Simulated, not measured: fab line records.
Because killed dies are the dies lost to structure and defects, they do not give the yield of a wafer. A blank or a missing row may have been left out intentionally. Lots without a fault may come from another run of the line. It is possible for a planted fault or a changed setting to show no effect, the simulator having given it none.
fab line records    flow n5_finfet
record: lots: 7  wafers: 21  last_day: 17
route steps=1938 shown BEOL_M6@1241 PASSIVATION@1936
lots that met no fault: from a run of the same line without faults
start_h: hours from the record's opening day to when the first of the lot's shown wafers began    wait_h: how many hours have passed since the lot's step before this one    " unchanged from the row above    L1.1+2: a single row standing in for several wafers    - no value, or no start given    * or withheld: withheld    < > ~ a bound
route shown NAME@n: names a module that has steps shown in the file, with the first one's number in the route    usual: mean and standard deviation over wafers with no fault    same: alike in all rows    chamber/n: place in a boat    sites: the reading at each site    _std_site: how widely they spread, as a standard deviation    _edge_site: inner sites' mean taken away from outer sites' mean    radius_mm: for every site, how far away it sits from the centre of the wafer    mask NAME#n: copy n    behind: the last tool/chamber to shape the wafer    hold: why the lot went on hold/how many hours it stayed there/how the hold came to an end    device: the n, p or np transistor that did not switch    end of line: tests run on the same wafers once the route is complete    a step with no rows: only its recipe    killed: dies lost to structure and defects at the first sort, not the wafer's yield    map: the dies of a wafer, with x for killed, . for not killed, _ for no die there
set.NAME: the setting as run; set.NAME@STEP: as run at that earlier step    model.NAME: the simulator's own value behind a step, which no gauge read
certain route steps with their lots: each step a table, each wafer a row
services: when a tool's chamber went out of use (start_h, in hours from the record's first day, below 0 if earlier), for how many hours, and the reason
== steps ==
step: N5_BEOL_M6_STRIP_80
recipe: chemistry: N2/H2  time_s: 10  power_w: 450  temp_c: 40  pressure_mtorr: 20  rf_frequency_hz: 6e+07  bias_power_w: 7  n2_flow_sccm: 200  h2_flow_sccm: 200
usual: drypump_motor_current_A: 5.8/0.53  oes_product_au: 0.81/0.052  rf_vpp_V: 59.3/0.9  showerhead_plenum_p_Torr: 2.56/0.092  throttle_valve_pct: 23.8/0.39
lot.wafer  tool         chamber  start_h  wait_h  drypump_motor_current_A  oes_product_au  rf_hours_counter_h  rf_vpp_V  showerhead_plenum_p_Torr  throttle_valve_pct
L229.4     rie_diel-06  1        -        -       5.7                      0.85            71                  58.0      2.57                      23.7
L229.5     "            3        "        "       6.8                      0.88            -                   59.7      2.69                      23.7
L229.6     "            0        "        "       6.4                      0.84            -                   60.0      2.67                      23.1
L228.3     rie_diel-01  3        -        -       5.5                      0.79            112                 59.0      2.55                      24.3
L228.5     "            3        "        "       5.5                      0.80            -                   59.4      2.55                      24.3
L228.6     "            2        "        "       6.3                      0.85            -                   57.6      2.58                      24.0
L231.1     rie_diel-06  0        -        -       6.4                      0.82            72                  59.5      2.67                      23.1
L231.2     "            1        "        "       5.7                      0.85            78                  58.3      2.56                      23.7
L231.4     "            3        "        "       6.8                      0.84            66                  61.1      2.68                      23.7
L239.3     rie_diel-06  1        -        -       5.7                      0.82            92                  59.6      2.56                      23.7
L239.4     "            2        "        "       5.1                      0.70            204                 57.9      2.41                      23.7
L239.6     "            3        "        "       6.8                      0.83            -                   60.2      2.68                      23.8
L241.4     rie_diel-01  2        -        -       6.3                      0.82            78                  59.3      2.58                      24.0
L241.5     "            3        "        "       5.6                      0.77            -                   59.1      2.54                      24.3
L241.6     "            0        "        "       5.2                      0.79            -                   59.9      2.54                      23.3
L243.4     rie_diel-03  1        -        -       6.6                      0.74            158                 58.9      2.54                      24.5
L243.5     "            1        "        "       6.6                      0.75            -                   57.7      2.54                      24.5
L243.6     "            0        "        "       5.5                      0.84            -                   59.5      2.57                      23.7
L244.1     rie_diel-01  2        -        -       6.3                      0.81            84                  59.7      2.57                      24.0
L244.5     "            1        "        "       6.0                      0.81            -                   59.9      2.43                      24.0
L244.6     "            2        "        "       6.3                      0.81            -                   59.4      2.57                      24.0
step: N5_BEOL_M6_OCD_MEAS_38
usual: trench_depth_nm: 94.1/1.6
lot.wafer  tool    chamber  start_h  wait_h  trench_depth_nm
L229.4     ocd-02  -        226.36   -       96.9
L229.5     "       -        "        "       95.7
L229.6     "       -        "        "       94.8
L228.3     ocd-01  -        227.29   -       93.2
L228.5     "       -        "        "       92.7
L228.6     "       -        "        "       95.3
L231.1     ocd-01  -        249.94   -       94.6
L231.2     "       -        "        "       97.1
L231.4     "       -        "        "       95.8
L239.3     ocd-02  -        290.46   -       97.1
L239.4     "       -        "        "       93.1
L239.6     "       -        "        "       96.0
L241.4     ocd-02  -        302.34   -       92.9
L241.5     "       -        "        "       92.6
L241.6     "       -        "        "       93.8
L243.4     ocd-02  -        315.76   -       93.2
L243.5     "       -        "        "       92.5
L243.6     "       -        "        "       90.5
L244.1     ocd-02  -        318.04   -       93.6
L244.5     "       -        "        "       94.3
L244.6     "       -        "        "       93.3
step: N5_BEOL_M6_HM_STRIP_39
recipe: chemistry: peroxide_tin_strip  material: TiN  target_depth_a: 250  temp_c: 50  time_s: 158
step: N5_BEOL_M6_SRD_40
recipe: time_s: 30  temp_c: 23  rinse_liquid: diw  dry: ipa_marangoni
step: N5_BEOL_M6_PRECLEAN_42
recipe: chemistry: residue_remover  time_s: 60  temp_c: 40
step: N5_BEOL_M6_SRD_43
recipe: time_s: 30  temp_c: 23  rinse_liquid: diw  dry: ipa_marangoni
step: N5_BEOL_M6_CD_MEAS_35
recipe: target_cd_nm: 40  target_cd_y_nm: 28  polarity: opening
usual: cd_nm: 40.1/0.6
lot.wafer  tool       chamber  start_h  wait_h  cd_nm
L229.4     cd_sem-03  -        226.52   0.0     40.3
L229.5     "          -        "        "       39.4
L229.6     "          -        "        "       40.6
L228.3     cd_sem-02  -        227.44   0.0     40.5
L228.5     "          -        "        "       41.2
L228.6     "          -        "        "       40.6
L231.1     cd_sem-02  -        250.09   0.0     39.8
L231.2     "          -        "        "       40.3
L231.4     "          -        "        "       40.3
L239.3     cd_sem-02  -        290.66   0.0     40.7
L239.4     "          -        "        "       40.7
L239.6     "          -        "        "       40.4
L241.4     cd_sem-02  -        302.49   0.0     39.5
L241.5     "          -        "        "       40.1
L241.6     "          -        "        "       38.9
L243.4     cd_sem-02  -        315.91   0.0     40.3
L243.5     "          -        "        "       40.0
L243.6     "          -        "        "       40.6
L244.1     cd_sem-02  -        318.19   0.0     39.7
L244.5     "          -        "        "       38.5
L244.6     "          -        "        "       39.4
step: N5_BEOL_M6_CURE_75
recipe: temp_c: 370  time_s: 120  ambient: DMADMS/He  material: SiCOH_lowk
usual: lamp_power_pct: 52.30/0.051  wafer_temp_C_max: 371.3/0.5
lot.wafer  tool        chamber  start_h  wait_h  lamp_power_pct  wafer_temp_C_max
L229.4     uv_cure-02  1        226.70   0.2     52.34           371.0
L229.5     "           1        "        "       52.26           371.2
L229.6     "           1        "        "       52.38           371.0
L228.3     uv_cure-02  1        227.58   0.1     52.37           371.3
L228.5     "           1        "        "       52.27           370.5
L228.6     "           1        "        "       52.27           371.0
L231.1     uv_cure-03  1        250.13   0.0     52.29           370.8
L231.2     "           1        "        "       52.28           370.6
L231.4     "           1        "        "       52.28           370.9
L239.3     uv_cure-03  0        290.80   0.1     52.38           372.3
L239.4     "           0        "        "       52.40           372.5
L239.6     "           0        "        "       52.33           372.0
L241.4     uv_cure-03  1        302.80   0.3     52.30           370.8
L241.5     "           1        "        "       52.33           370.8
L241.6     "           1        "        "       52.27           370.7
L243.4     uv_cure-03  2        316.13   0.2     52.30           371.0
L243.5     "           2        "        "       52.34           371.4
L243.6     "           2        "        "       52.34           371.4
L244.1     uv_cure-01  0        318.25   0.1     52.30           371.0
L244.5     "           0        "        "       52.36           371.0
L244.6     "           0        "        "       52.28           370.9
step: N5_BEOL_M6_DEGAS_44
recipe: ambient: vacuum  temp_c: 250  time_s: 60
step: N5_BEOL_M6_PRE_CLEAN_45
recipe: gas: H2/He  time_s: 30  temp_c: 250
usual: heater_power_w: 336/30
lot.wafer  tool            chamber  start_h  wait_h  heater_power_w
L229.4     pvd_sputter-03  -        227.15   0.0     283
L229.5     "               -        "        "       291
L229.6     "               -        "        "       285
L228.3     pvd_sputter-03  -        227.87   0.0     289
L228.5     "               -        "        "       300
L228.6     "               -        "        "       408
L231.1     pvd_sputter-01  -        250.53   0.0     337
L231.2     "               -        "        "       359
L231.4     "               -        "        "       321
L239.3     pvd_sputter-01  -        291.12   0.0     321
L239.4     "               -        "        "       342
L239.6     "               -        "        "       321
L241.4     pvd_sputter-02  -        303.11   0.0     341
L241.5     "               -        "        "       334
L241.6     "               -        "        "       334
L243.4     pvd_sputter-03  -        316.37   0.0     287
L243.5     "               -        "        "       359
L243.6     "               -        "        "       284
L244.1     pvd_sputter-01  -        318.72   0.0     328
L244.5     "               -        "        "       319
L244.6     "               -        "        "       330
step: N5_BEOL_M6_ALD_77
recipe: material: TaN  target_thk_a: 20  temp_c: 275  ald_precursor_family: PDMAT  ald_co_reactant: NH3  pressure_torr: 3  carrier_flow_sccm: 1500  pulse_time_s: 2  purge_time_s: 3  co_reactant_purge_time_s: 2  co_reactant_pulse_time_s: 3  ald_cycles: 40  precursor_vessel_temp_c: 75  precursor_vessel_pressure_torr: 26.25  precursor_vessel_carrier_sccm: 1000
usual: heater_power_w: 424/43
lot.wafer  tool          chamber  start_h  wait_h  heater_power_w
L229.4     ald_metal-03  0        227.23   0.1     517
L229.5     "             2        "        "       427
L229.6     "             1        "        "       386
L228.3     ald_metal-03  2        227.93   0.0     433
L228.5     "             2        "        "       438
L228.6     "             3        "        "       458
L231.1     ald_metal-02  0        250.60   0.0     439
L231.2     "             1        "        "       373
L231.4     "             3        "        "       389
L239.3     ald_metal-03  3        291.26   0.1     457
L239.4     "             1        "        "       388
L239.6     "             2        "        "       428
L241.4     ald_metal-02  2        303.29   0.2     425
L241.5     "             3        "        "       397
L241.6     "             0        "        "       457
L243.4     ald_metal-02  0        316.49   0.1     432
L243.5     "             1        "        "       377
L243.6     "             0        "        "       442
L244.1     ald_metal-03  0        318.78   0.0     517
L244.5     "             3        "        "       472
L244.6     "             0        "        "       531
step: N5_BEOL_M6_SURFACE_TREAT_79
recipe: gas: Ar  time_s: *  ion_energy_ev: *  ion_current_ma_cm2: 0.5  pressure_mtorr: *  ar_flow_sccm: 30
usual: throttle_valve_pct: *
lot.wafer  tool            chamber  start_h  wait_h  throttle_valve_pct
L229.4     pvd_sputter-02  -        227.70   0.3     *
L229.5     "               -        "        "       *
L229.6     "               -        "        "       *
L228.3     pvd_sputter-01  -        229.63   1.6     *
L228.5     "               -        "        "       *
L228.6     "               -        "        "       *
L231.1     pvd_sputter-02  -        251.00   0.3     *
L231.2     "               -        "        "       *
L231.4     "               -        "        "       *
L239.3     pvd_sputter-02  -        291.67   0.3     *
L239.4     "               -        "        "       *
L239.6     "               -        "        "       *
L241.4     pvd_sputter-02  -        303.89   0.5     *
L241.5     "               -        "        "       *
L241.6     "               -        "        "       *
L243.4     pvd_sputter-01  -        317.10   0.5     *
L243.5     "               -        "        "       *
L243.6     "               -        "        "       *
L244.1     pvd_sputter-03  -        319.15   0.2     *
L244.5     "               -        "        "       *
L244.6     "               -        "        "       *
step: N5_BEOL_M6_CVD_78
recipe: material: Co  target_thk_a: 20  temp_c: withheld  precursor: CCTBA/H2  pressure_torr: 30  time_s: 142.3
usual: run_length_s: 165.3/0.37
lot.wafer  tool       chamber  start_h  wait_h  run_length_s
L229.4     cvd_co-02  0        227.81   0.1     165.0
L229.5     "          1        "        "       207.7
L229.6     "          2        "        "       166.0
L228.3     cvd_co-02  2        230.27   0.6     165.7
L228.5     "          2        "        "       165.6
L228.6     "          1        "        "       208.3
L231.1     cvd_co-02  1        251.07   0.1     208.1
L231.2     "          0        "        "       165.3
L231.4     "          2        "        "       165.5
L239.3     cvd_co-01  1        291.73   0.0     165.2
L239.4     "          0        "        "       164.9
L239.6     "          2        "        "       165.2
L241.4     cvd_co-02  0        304.01   0.1     165.2
L241.5     "          1        "        "       165.3
L241.6     "          2        "        "       165.8
L243.4     cvd_co-01  0        317.21   0.1     165.1
L243.5     "          2        "        "       165.2
L243.6     "          1        "        "       164.7
L244.1     cvd_co-01  1        319.30   0.1     164.8
L244.5     "          1        "        "       164.9
L244.6     "          0        "        "       165.5
step: N5_BEOL_M6_SPUTTER_48
recipe: material: Cu  target_thk_a: 100  temp_c: -20  bias_v: 60  power_w: 26000  chamber_pressure_pa: 0.13  time_s: 1.667
step: N5_PASSIVATION_PROBE_49
usual: defect_limited_yield: 91.2/1.4  killed_at_M0_to_M3: 32/10  killed_at_M4_up: 14/6.2  killed_at_contacts: 12/6.3  killed_at_front_end: 42/13  killed_at_other: 4/3.4  killed_dies: 104/17  killed_open: 67/12  killed_short: 34/8.1  sort_bin_4_leakage: 0.02/0.13  sort_bin_5_function: 5.2/0.93  sort_bin_6_memory: 3.2/0.65  sort_n_pass: 1075/16  sort_yield_pct: 91.1/1.4
same: gross_dies: 1180  killed_at_back_side: 0  sort_bin_8_speed[%]: 0
lot.wafer  tool       chamber  start_h  wait_h  defect_limited_yield[%]  killed_at_M0_to_M3  killed_at_M4_up  killed_at_contacts  killed_at_front_end  killed_at_other  killed_dies  killed_open  killed_short  sort_bin_4_leakage[%]  sort_bin_5_function[%]  sort_bin_6_memory[%]  sort_n_pass  sort_yield_pct[%]
L228.3     prober-02  -        313.18   0.1     92.4                     30                  10               9                   37                   4                90           58           31            0                      4.7                     2.3                   1090         92.4
L228.5     prober-02  -        313.28   0.2     91.7                     52                  9                5                   30                   2                98           60           37            0                      4.5                     3.6                   1082         91.7
L228.6     prober-02  -        313.33   0.3     91.1                     40                  15               9                   37                   4                105          62           39            0                      5.3                     3.0                   1075         91.1
L231.1     prober-01  -        336.53   0.0     90.7                     21                  27               10                  51                   1                110          71           39            0                      5.3                     3.6                   1070         90.7
L231.2     prober-01  -        336.58   0.1     88.8                     36                  27               28                  37                   4                132          93           35            0                      7.5                     3.5                   1048         88.8
L231.4     prober-01  -        336.68   0.2     90.8                     29                  34               8                   37                   1                109          71           37            0                      5.2                     3.5                   1071         90.8
L239.3     prober-01  -        367.64   0.1     90.3                     35                  22               9                   47                   2                115          76           37            0                      5.9                     3.1                   1065         90.3
L239.4     prober-01  -        367.69   0.2     89.0                     32                  11               19                  55                   13               130          81           48            0                      5.7                     4.6                   1050         89.0
L239.6     prober-01  -        367.79   0.3     91.2                     27                  31               6                   39                   1                104          69           34            0                      5.3                     3.2                   1076         91.2
L241.4     prober-01  -        388.81   0.2     91.4                     43                  17               13                  22                   7                102          70           29            0                      5.1                     3.1                   1078         91.4
L241.5     prober-01  -        388.86   0.2     89.9                     41                  23               12                  29                   14               119          71           46            0.25                   5.9                     3.9                   1058         89.7
L241.6     prober-01  -        388.91   0.3     89.9                     57                  19               8                   28                   7                119          76           42            0                      5.8                     4.2                   1061         89.9
L243.4     prober-02  -        400.56   0.2     89.9                     31                  22               10                  49                   7                119          70           49            0                      5.8                     3.6                   1061         89.9
L243.5     prober-02  -        400.61   0.2     89.5                     34                  18               8                   60                   4                124          72           51            0                      6.4                     3.8                   1056         89.5
L243.6     prober-02  -        400.66   0.3     91.9                     38                  18               8                   28                   4                96           65           31            0                      4.4                     3.6                   1084         91.9
killed by level:class
L228.3 BEOL_M3:geometric_particle:open=9 FIN_SAQP:geometric_particle:open=7 MOL_CONTACT_COAG:geometric_particle:open=7 GATE_CUT:geometric_particle:short=6 BEOL_M1:geometric_particle:open=5 BEOL_M2:geometric_particle:open=4 GATE_CUT:geometric_particle:open=4 BEOL_M0_SAQP:geometric_particle:short=4
L228.5 BEOL_M0_SAQP:geometric_particle:short=15 BEOL_M0_SAQP:geometric_particle:open=14 BEOL_M3:geometric_particle:open=11 BEOL_M1:geometric_particle:open=7 GATE_CUT:geometric_particle:short=5 FIN_SAQP:geometric_particle:open=4 FIN_SAQP:geometric_particle:short=4 MOL_CONTACT_COAG:geometric_particle:open=4
L228.6 FIN_SAQP:geometric_particle:open=10 BEOL_M0_SAQP:geometric_particle:open=8 GATE_CUT:geometric_particle:short=7 BEOL_M3:geometric_particle:open=7 BEOL_M2:geometric_particle:open=6 MOL_CONTACT_COAG:geometric_particle:open=5 BEOL_M0_SAQP:geometric_particle:short=5 BEOL_M1:geometric_particle:open=5
L231.1 BEOL_M4:geometric_particle:open=10 STI_FIN_REVEAL:geometric_particle:open=9 MOL_CONTACT_COAG:geometric_particle:open=9 ILD0:geometric_particle:open=8 BEOL_M4:geometric_particle:short=8 BEOL_M0_SAQP:geometric_particle:open=6 BEOL_M5:geometric_particle:open=6 FIN_SAQP:geometric_particle:short=5
L231.2 MOL_CONTACT_COAG:geometric_particle:open=22 BEOL_M3:geometric_particle:open=13 STI_FIN_REVEAL:geometric_particle:open=12 BEOL_M0_SAQP:geometric_particle:open=7 GATE_CUT:geometric_particle:short=6 MOL_CONTACT_COAG:geometric_particle:short=6 BEOL_M4:geometric_particle:short=6 ILD0:geometric_particle:open=5
L231.4 BEOL_M4:geometric_particle:open=15 BEOL_M0_SAQP:geometric_particle:open=9 BEOL_M0_SAQP:geometric_particle:short=8 FIN_SAQP:geometric_particle:open=6 MOL_CONTACT_COAG:geometric_particle:open=6 BEOL_M4:geometric_particle:short=6 STI_FIN_REVEAL:geometric_particle:open=5 ILD0:geometric_particle:open=5
L239.3 GATE_CUT:geometric_particle:short=8 BEOL_M0_SAQP:geometric_particle:short=8 FIN_SAQP:geometric_particle:open=7 MOL_CONTACT_COAG:geometric_particle:open=7 BEOL_M0_SAQP:geometric_particle:open=7 BEOL_M0:geometric_particle:open=6 STI_FIN_REVEAL:geometric_particle:open=5 SPACER0:geometric_particle:open=5
L239.4 MOL_CONTACT_COAG:geometric_particle:open=16 BEOL_M1:geometric_particle:open=11 DUMMY_GATE:geometric_particle:open=7 FIN_SAQP:geometric_particle:short=6 STI_FIN_REVEAL:geometric_particle:open=6 BEOL_M0_SAQP:geometric_particle:open=6 GATE_CUT:geometric_particle:open=5 FIN_SAQP:geometric_particle:open=4
L239.6 BEOL_M4:geometric_particle:open=15 BEOL_M0_SAQP:geometric_particle:open=9 BEOL_M0_SAQP:geometric_particle:short=9 BEOL_M4:geometric_particle:short=6 DUMMY_GATE:geometric_particle:open=6 MOL_CONTACT_COAG:geometric_particle:open=6 FIN_SAQP:geometric_particle:open=5 BEOL_M2:geometric_particle:open=5
L241.4 MOL_CONTACT_COAG:geometric_particle:open=12 BEOL_M1:geometric_particle:open=12 BEOL_M4:geometric_particle:open=9 BEOL_M0_SAQP:geometric_particle:short=8 BEOL_M2:geometric_particle:open=6 BEOL_M5:geometric_particle:open=5 BEOL_M3:geometric_particle:open=5 STI_FIN_REVEAL:geometric_particle:open=4
L241.5 STI_FIN_REVEAL:geometric_particle:open=8 MOL_CONTACT_COAG:geometric_particle:open=8 BEOL_M0_SAQP:geometric_particle:open=8 BEOL_M1:geometric_particle:open=7 BEOL_M2:geometric_particle:open=7 BEOL_M4:geometric_particle:open=6 BEOL_M0_SAQP:geometric_particle:short=6 MIM_BOT:geometric_particle:short=6
L241.6 BEOL_M0_SAQP:geometric_particle:short=11 BEOL_M3:geometric_particle:open=9 BEOL_M0_SAQP:geometric_particle:open=8 BEOL_M1:geometric_particle:open=8 MOL_CONTACT_COAG:geometric_particle:open=6 BEOL_M2:geometric_particle:open=6 DUMMY_GATE:geometric_particle:open=5 BEOL_M0:geometric_particle:short=5
L243.4 STI_FIN_REVEAL:geometric_particle:open=15 BEOL_M2:geometric_particle:open=14 FIN_SAQP:geometric_particle:open=10 BEOL_M4:geometric_particle:open=8 FIN_SAQP:geometric_particle:short=7 BEOL_M0_SAQP:geometric_particle:short=7 MOL_CONTACT_COAG:geometric_particle:open=6 STI_FIN_REVEAL:geometric_particle:short=4
L243.5 FIN_SAQP:geometric_particle:open=22 FIN_SAQP:geometric_particle:short=14 BEOL_M0_SAQP:geometric_particle:short=8 BEOL_M2:geometric_particle:open=7 BEOL_M3:geometric_particle:open=7 BEOL_M4:geometric_particle:open=7 BEOL_M0_SAQP:geometric_particle:open=6 STI_FIN_REVEAL:geometric_particle:open=5
L243.6 BEOL_M2:geometric_particle:open=17 BEOL_M0_SAQP:geometric_particle:open=7 STI_FIN_REVEAL:geometric_particle:open=6 BEOL_M4:geometric_particle:open=6 MOL_CONTACT_COAG:geometric_particle:open=5 FIN_SAQP:geometric_particle:short=4 BEOL_M2:geometric_particle:short=4 FIN_SAQP:geometric_particle:open=3
== services ==
tool          chamber  start_h  hours  kind
cvd_co-01     -        205.12   28.1   pm
uv_cure-01    -        207.63   14.6   pm
cvd_co-02     -        229.44   0.8    repair
uv_cure-03    -        234.40   1.0    pm
ald_metal-03  -        235.33   6.0    pm
ald_metal-02  -        274.41   0.6    repair
rie_diel-03   1        275.76   6.8    repair
uv_cure-01    -        276.62   0.5    repair
ald_metal-02  -        283.85   14.6   pm
ald_metal-03  -        295.87   0.8    repair
uv_cure-03    -        297.98   0.5    repair
uv_cure-02    -        311.98   9.2    pm
rie_diel-06   -        314.19   0.5    repair
== key ==
first_sign: step: N5_BEOL_M6_CVD_78  reading: run_length_s  direction: up  sigmas: 99+  usual: *  struck: *
effect none on later readings
met_at N5_BEOL_M6_CVD_78
struck_wafers L228.6,L229.5,L231.1
fault: kind: process_parameter_drift  tool: cvd_co-02  chamber: 1  onset_h: 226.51  steps: N5_BEOL_M6_CVD_78  channel: time_s  offset: *  shape: step  end_h: 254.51  acts_in: *  stated: *
